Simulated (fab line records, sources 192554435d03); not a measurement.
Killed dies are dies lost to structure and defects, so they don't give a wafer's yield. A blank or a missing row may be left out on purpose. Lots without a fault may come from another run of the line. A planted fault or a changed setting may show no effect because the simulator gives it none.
A struck lot beside a sound one | flow n5_finfet | 16 steps out of a route of 1938
Sound: wafers L473.1, L473.5, L473.6. Struck: wafers L482.3, L482.4, L482.5. The cause comes at the end.
At each step with rows: each side's tool, then ch and its chambers, then its first start. Under that, the readings that differ: sound wafers | struck wafers | difference of the means | sigmas: that difference in standard deviations of wafers without a fault.
alike: readings whose means differ by less than 2 such deviations, and words and numbers that are the same on both sides. not compared: withheld readings, readings that some wafer has no value for, bounds like >300 that may hide the same value, and numbers for which the record gives no deviation and whose values overlap.
The two part at a step that has a row with sigmas, a row that says differs or no value, or rows on one side only. Numbers that don't overlap but have no deviation are shown without sigmas and don't part them. A reading that every wafer of one side lacks parts them only if that side has two wafers or more.

N5_MOL_CONTACT_COAG_ETCH_106: etches SOC in N2/H2, target depth 80 nm, overetch 16 nm, time 120 s.
  sound on rie_diel-03 ch 1,2,3, day 4 16:03; struck on rie_diel-03 ch 0,1,2, day 7 04:05
  alike: drypump_motor_current_A, n2_flow_sccm, oes_product_au, rf_vpp_V, showerhead_plenum_p_Torr, throttle_valve_pct
  not compared: rf_hours_counter_h
then, 4 steps without rows for these wafers: N5_MOL_CONTACT_COAG_STRIP_107 (strips in N2/H2); N5_MOL_CONTACT_COAG_STRIP_108 (strips in N2/H2); N5_MOL_CONTACT_COAG_CONTACT_ETCH_14 (etches SiO2 in C4F6/O2, target depth 27.5 nm, overetch 8.5 nm, time 20 s); N5_MOL_CONTACT_COAG_STRIP_109 (strips in C4F6/O2).
N5_MOL_CONTACT_COAG_ETCH_15: etches SiNx in CH3F/O2, stops on Si:P, target depth 7 nm.
  sound on rie_diel-03 ch 1,2,3, day 4 16:11; struck on rie_diel-03 ch 0,1,2, day 7 04:13
  alike: drypump_motor_current_A, oes_product_au, rf_vpp_V, showerhead_plenum_p_Torr, throttle_valve_pct
  not compared: rf_hours_counter_h
N5_MOL_CONTACT_COAG_ETCH_110: etches Si in CF4/O2, target depth 2.5 nm, time 8 s.
  sound on rie_diel-03 ch 1,2,3, day 4 16:15; struck on rie_diel-03 ch 0,1,2, day 7 04:17
  alike: drypump_motor_current_A, oes_product_au, rf_vpp_V, showerhead_plenum_p_Torr, throttle_valve_pct
  not compared: rf_hours_counter_h
N5_MOL_CONTACT_COAG_STRIP_98: strips in N2/H2.
  sound on rie_diel-03 ch 1,2,3, day 4 16:18; struck on rie_diel-03 ch 0,1,2, day 7 04:20
  alike: drypump_motor_current_A, n2_flow_sccm, oes_product_au, rf_vpp_V, showerhead_plenum_p_Torr, throttle_valve_pct
  not compared: rf_hours_counter_h
N5_MOL_CONTACT_COAG_CD_MEAS_99: target cd 17.2 nm.
  sound on cd_sem-02, day 4 16:22; struck on cd_sem-01, day 7 04:24
  alike: cd_nm
then, 2 steps without rows for these wafers: N5_MOL_CONTACT_COAG_IMPLANT_129; N5_MOL_CONTACT_COAG_PRECLEAN_111 (cleans in NF3:NH3, afs cycles 1, time 20 s, sublimation time 60 s).
N5_MOL_CONTACT_COAG_TI_SIL_19: material Ti, target thk 4.2 nm, time 15 s.
  sound on pvd_sputter-01, day 4 17:34; struck on pvd_sputter-01, day 7 05:03
  alike: substrate_temp_c, throttle_valve_pct
N5_MOL_CONTACT_COAG_ALD_20: deposits TiN, target thk 1.5 nm, pulse time 1 s, purge time 3 s.
  sound on ald_metal-04 ch 2,3, day 4 17:42; struck on ald_metal-03 ch 1,3, day 7 05:10
  reading              | sound                | struck               | difference | sigmas
  susceptor_temp_C (C) | 399.78 399.78 400.15 | 369.36 369.76 369.56 | -30.34     | -99 or more
  alike: heater_power_w, precursor_pulse_height_rel
then, 1 step without rows for these wafers: N5_MOL_CONTACT_COAG_SIL_ANNEAL_21 (time 60 s).
-- the record jumps here: 5 days lie between the struck wafers' starts before and after (it left off in module MOL_CONTACT_COAG and takes up again in module BEOL_M4, whose first step shown is number 1111 of the route) --
N5_BEOL_M4_RC_MEAS_101:
  sound on prober-01 ch 0, day 10 05:14; struck on prober-02 ch 0, day 11 17:19
  alike: DIBL_N, DIBL_P, IOFF_N, IOFF_P, ION_N, ION_P, SS_N, SS_P, VT_N, VT_P
-- the record jumps here: 4 days lie between the struck wafers' starts before and after (it left off in module BEOL_M4 and takes up again in module PASSIVATION, whose first step shown is number 1936 of the route) --
N5_PASSIVATION_PROBE_49:
  the record has rows for the struck wafers here (prober-02, day 16 00:38) and none for the sound ones

WHERE THEY PART
First at N5_MOL_CONTACT_COAG_ALD_20; last, within this record, at N5_PASSIVATION_PROBE_49.

WHY: what the simulator had put in
Process parameter drift: ald_metal-03, from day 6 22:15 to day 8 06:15, at N5_MOL_CONTACT_COAG_ALD_20. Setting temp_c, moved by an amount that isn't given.
